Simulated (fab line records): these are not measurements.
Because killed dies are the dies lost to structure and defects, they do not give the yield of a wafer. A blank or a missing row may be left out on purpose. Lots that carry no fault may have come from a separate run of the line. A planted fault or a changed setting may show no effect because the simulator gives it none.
Chamber matching    flow nand_harc    pecvd-04 running NHARC_A_STAIRCASE_DEP_280: 3 sister chambers
The step deposits SiON, target thk 30 nm. 30 wafers are shown with their chamber, then 12 later ones without.

== WAFERS WITH THEIR CHAMBER ==
wafer   chamber  heater_power_w (W)
L075.1  0        741
L075.2  2        620
L075.4  1        721
L078.2  1        716
L078.3  0        828
L078.4  2        687
L079.1  0        779
L079.4  0        786
L079.5  1        770
L080.3  0        788
L080.4  0        790
L080.5  2        675
L082.1  1        759
L082.2  0        854
L082.6  2        614
L086.2  1        696
L086.4  1        719
L086.6  2        591
L085.1  1        767
L085.2  2        588
L085.5  0        821
L087.2  1        748
L087.3  2        586
L087.5  2        593
L089.2  0        750
L089.3  1        760
L089.4  2        638
L091.2  2        572
L091.4  2        581
L091.5  0        727

SIGNATURES, as means of the wafers listed above
reading         chamber 0  chamber 1  chamber 2  scatter within a chamber
heater_power_w  786.40     739.56     613.18     36.1
Rule: a wafer's distance from a chamber is the root of the sum, over the readings, of the square of ((its reading less the chamber's mean) divided by the reading's scatter). The wafer belongs to the nearest chamber; if the next one is less than 2 further off, it can't be placed. How the scatter is found: for the shown wafers, subtract from each reading the mean of its chamber, square and add these, divide the total by (wafers less chambers), then take the root.

== WAFERS WITHOUT THEIR CHAMBER ==
wafer   heater_power_w (W)
L092.1  723
L092.3  662
L092.6  665
L094.1  588
L094.2  779
L094.4  761
L095.1  797
L095.3  589
L095.5  591
L097.1  819
L097.4  780
L097.5  841

== EACH ONE'S CHAMBER ==
wafer   from the rows above           in truth
L092.1  can't be placed: 1 or 0       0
L092.3  can't be placed: 2 or 1       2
L092.6  can't be placed: 2 or 1 or 0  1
L094.1  2                             2
L094.2  can't be placed: 0 or 1       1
L094.4  can't be placed: 1 or 0       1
L095.1  can't be placed: 0 or 1       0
L095.3  2                             2
L095.5  2                             2
L097.1  can't be placed: 0 or 1       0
L097.4  can't be placed: 0 or 1       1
L097.5  can't be placed: 0 or 1       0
Placed correctly: 3 of 12. Unplaceable from these rows: 9, with the true chamber sitting among the candidates in 9. Wrongly placed: 0.
